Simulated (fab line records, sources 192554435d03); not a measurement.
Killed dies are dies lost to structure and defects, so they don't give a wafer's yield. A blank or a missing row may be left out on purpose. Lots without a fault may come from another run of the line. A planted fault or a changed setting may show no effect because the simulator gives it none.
Split-lot experiment | flow n5_finfet | 7 lots, 21 wafers read, on a route of 1938 steps

THE SPLIT
At N5_BEOL_M0_ETCH_128 (etches SiCN in CF4/N2, target depth 12 nm, overetch 5.1 nm, time 21.4 s), the setting source_w was moved away from the recipe's 430 W on 7 of the 21 wafers read, by -17.3% to -6.5%. The other wafers ran this setting at the recipe's value.

The reading is taken at the split's own step.

THE READING
rf_vpp_V, in V, at N5_BEOL_M0_ETCH_128 (etches SiCN in CF4/N2, target depth 12 nm, overetch 5.1 nm, time 21.4 s). Fault-free wafers of this fab line usually give 382.5 V, standard deviation 1.5 V.

wafer  | tool, chamber at the split | source_w as run, W | against the recipe | rf_vpp_V, V | against lot-mates on the recipe
L079.2 | rie_diel-06, 3             | 388.9              | -9.6%              | 394.5       | no lot-mate on the recipe
L079.4 | rie_diel-06, 2             | 388.9              | -9.6%              | 394.2       | no lot-mate on the recipe
L079.5 | rie_diel-06, 2             | 388.9              | -9.6%              | 394.4       | no lot-mate on the recipe
L083.1 | rie_diel-06, 0             | 430                | recipe             | 385.0       | -
L083.3 | rie_diel-06, 2             | 430                | recipe             | 382.9       | -
L083.5 | rie_diel-06, 0             | 430                | recipe             | 383.8       | -
L084.4 | rie_diel-01, 0             | 430                | recipe             | 384.4       | -
L084.5 | rie_diel-01, 1             | 430                | recipe             | 380.3       | -
L084.6 | rie_diel-01, 2             | 430                | recipe             | 382.6       | -
L088.4 | rie_diel-03, 2             | 402                | -6.5%              | 390.8       | +8.8
L088.5 | rie_diel-03, 0             | 402                | -6.5%              | 391.6       | +9.6
L088.6 | rie_diel-03, 3             | 430                | recipe             | 382.0       | -
L093.2 | rie_diel-06, 3             | 430                | recipe             | 384.2       | -
L093.5 | rie_diel-06, 0             | 430                | recipe             | 384.2       | -
L093.6 | rie_diel-06, 2             | 430                | recipe             | 382.5       | -
L095.2 | rie_diel-01, 2             | 430                | recipe             | 383.2       | -
L095.4 | rie_diel-01, 0             | 355.4              | -17.3%             | 407.1       | +23.9
L095.6 | rie_diel-01, 2             | 355.4              | -17.3%             | 408.5       | +25.3
L097.1 | rie_diel-03, 2             | 430                | recipe             | 381.6       | -
L097.4 | rie_diel-03, 3             | 430                | recipe             | 380.6       | -
L097.6 | rie_diel-03, 1             | 430                | recipe             | 383.4       | -

THE FIT
A straight line over all 21 wafers: rf_vpp_V changes by -1.37 V for each +1% of source_w; r = -0.99; the points scatter about the line by 1.4 V.
The same after taking each lot's own level away (the mean of its wafers on the recipe; 18 wafers): -1.42 V for each +1%; r = -0.99; scatter 1.1 V.
On that fit, the largest move of source_w shifts the reading by 25 V.
The lots' own levels span 381.87 to 383.90 V, that is 1.4 times the standard deviation above.
So the lot-to-lot level changes the slope little: the two slopes agree.
Check: with one of the wafers moved furthest among these (-17.3%) left out of the fit, the line predicts +25.1 V for it against its lot-mates. It came out at +23.9 V against them.
Tool readings at the split's step, against how far the setting was moved: rf_vpp_V r = -0.99.

OTHER SPLITS ON THESE WAFERS
These wafers also went through other splits before the reading. Each is held against what the fit with the lots' levels taken away leaves over:
other split on the same wafers             | wafers away from the commonest value | r with rf_vpp_V (lot level and that fit taken away)
N5_BEOL_M0_SAQP_SPACER2_ETCHBACK_27 time_s | 6                                    | -0.08

THE FILE'S OWN FIT
rf_vpp_V changes by -1.42 V for each +1% of source_w, r = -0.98.
